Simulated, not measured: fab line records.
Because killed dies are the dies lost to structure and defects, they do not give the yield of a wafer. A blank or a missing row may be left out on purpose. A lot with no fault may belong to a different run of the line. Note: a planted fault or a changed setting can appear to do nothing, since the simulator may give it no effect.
Which tool is to blame? ; flow nand harc ; 36 wafers from 12 lots sampled at 3 of the route's 1159 steps

## WHAT EACH GAUGE READ, for each wafer
NHARC_P_GATE_CD_MEAS_59: target cd 720 nm. Usual: cd nm reads 719.8 nm (standard deviation 1.9).
lot;measured;on;cd nm (nm);flag
L971;day 5 07:41;cd sem-01;719.6 720.6 718.8;
L972;day 5 18:22;cd sem-01;722.5 721.1 721.0;
L974;day 6 02:50;cd sem-01;721.6 717.0 717.6;
L977;day 6 13:04;cd sem-02;720.3 723.2 719.1;
L976;day 6 14:07;cd sem-02;709.5 709.0 712.1;OFF
L982;day 8 03:00;cd sem-03;719.2 720.2 719.8;
L985;day 8 12:45;cd sem-03;716.9 719.8 718.9;
L986;day 9 08:26;cd sem-03;722.2 721.7 724.8;
L988;day 9 14:23;cd sem-01;718.0 718.8 719.9;
L989;day 9 14:40;cd sem-01;720.2 717.7 720.2;
L991;day 10 00:59;cd sem-02;717.7 717.2 719.6;
L992;day 10 16:52;cd sem-03;721.8 719.2 719.3;

## TOOL THAT RAN EACH LOT (tool first, then ch and the chambers of the sampled wafers, then the start)
lot;NHARC_P_GATE_STRIP_111;NHARC_P_GATE_EXPOSE_56
L971;plasma asher-02 ch 1, day 5 06:30;krf scanner-01 ch 0, day 5 07:32
L972;plasma asher-02 ch 0,1, day 5 17:16;krf scanner-01 ch 0, day 5 18:13
L974;plasma asher-02 ch 0,1, day 6 01:47;krf scanner-03 ch 0, day 6 02:41
L977;plasma asher-02 ch 0,1, day 6 11:50;krf scanner-04 ch 0, day 6 12:55
L976;plasma asher-01 ch 0,1, day 6 13:07;krf scanner-04 ch 0, day 6 13:58
L982;plasma asher-02 ch 0,1, day 8 01:46;krf scanner-04 ch 0, day 8 02:51
L985;plasma asher-01 ch 0,1, day 8 11:31;krf scanner-03 ch 0, day 8 12:35
L986;plasma asher-02 ch 0,1, day 9 07:12;krf scanner-04 ch 0, day 9 08:16
L988;plasma asher-02 ch 0,1, day 9 13:20;krf scanner-04 ch 0, day 9 14:14
L989;plasma asher-01 ch 0,1, day 9 13:29;krf scanner-03 ch 0, day 9 14:31
L991;plasma asher-02 ch 0,1, day 9 23:51;krf scanner-04 ch 0, day 10 00:50
L992;plasma asher-01 ch 0,1, day 10 15:39;krf scanner-04 ch 0, day 10 16:43
- NHARC_P_GATE_STRIP_111: strips in N2/H2, time 250 s.
- NHARC_P_GATE_EXPOSE_56: exposes mask P PSD, target cd 720 nm.

## AS READ BY THE TOOLS THEMSELVES (means over the sampled wafers that have a number; for cases with no such wafer, the mark the record gives instead)
NHARC_P_GATE_STRIP_111. Usual: drypump motor current A 5.7 A, standard deviation 0.31; heater power w 92 W, standard deviation 11.
lot;tool;drypump motor current A (A);heater power w (W);flag
L971;plasma asher-02;5.3;87;
L972;plasma asher-02;5.5;95;
L974;plasma asher-02;5.5;94;
L977;plasma asher-02;5.8;106;
L976;plasma asher-01;5.8;85;
L982;plasma asher-02;5.8;105;
L985;plasma asher-01;5.7;86;
L986;plasma asher-02;5.5;95;
L988;plasma asher-02;5.5;96;
L989;plasma asher-01;5.6;86;
L991;plasma asher-02;5.8;100;
L992;plasma asher-01;5.6;85;

NHARC_P_GATE_EXPOSE_56. Usual: focus offset nm reads -0.1 nm (standard deviation 0.55).
lot;tool;focus offset nm (nm);flag
L971;krf scanner-01;-0.1;
L972;krf scanner-01;0.3;
L974;krf scanner-03;0.1;
L977;krf scanner-04;0.3;
L976;krf scanner-04;0.3;
L982;krf scanner-04;0.3;
L985;krf scanner-03;-0.2;
L986;krf scanner-04;0.1;
L988;krf scanner-04;0.1;
L989;krf scanner-03;-0.3;
L991;krf scanner-04;0.1;
L992;krf scanner-04;-1.0;

## THE ANSWER, worked out from the rows above alone
Rule: take the mean of a lot's wafers that have a number; if it is more than 3 standard deviations from the usual mean, the lot is off. Also off: a lot with no number at a reading for which 4 or more lots have one. Any other lot the step has rows for is counted as sound. First the gauges in route order, then the tools' own readings, where a lot's mean is used as printed above. At the first step where some lot is off, the reading lying furthest off is the one used; lots without a number count as furthest.
Off at NHARC_P_GATE_CD_MEAS_59 (cd nm): L976.
A tool fits if, at a process step before that reading, it ran every lot that is off, and no sound lot after the first of them. Those tools and the gauges at NHARC_P_GATE_CD_MEAS_59 are tried in the same way. Not one of the candidates tried fits.

## WHAT THE SIMULATOR PUT IN
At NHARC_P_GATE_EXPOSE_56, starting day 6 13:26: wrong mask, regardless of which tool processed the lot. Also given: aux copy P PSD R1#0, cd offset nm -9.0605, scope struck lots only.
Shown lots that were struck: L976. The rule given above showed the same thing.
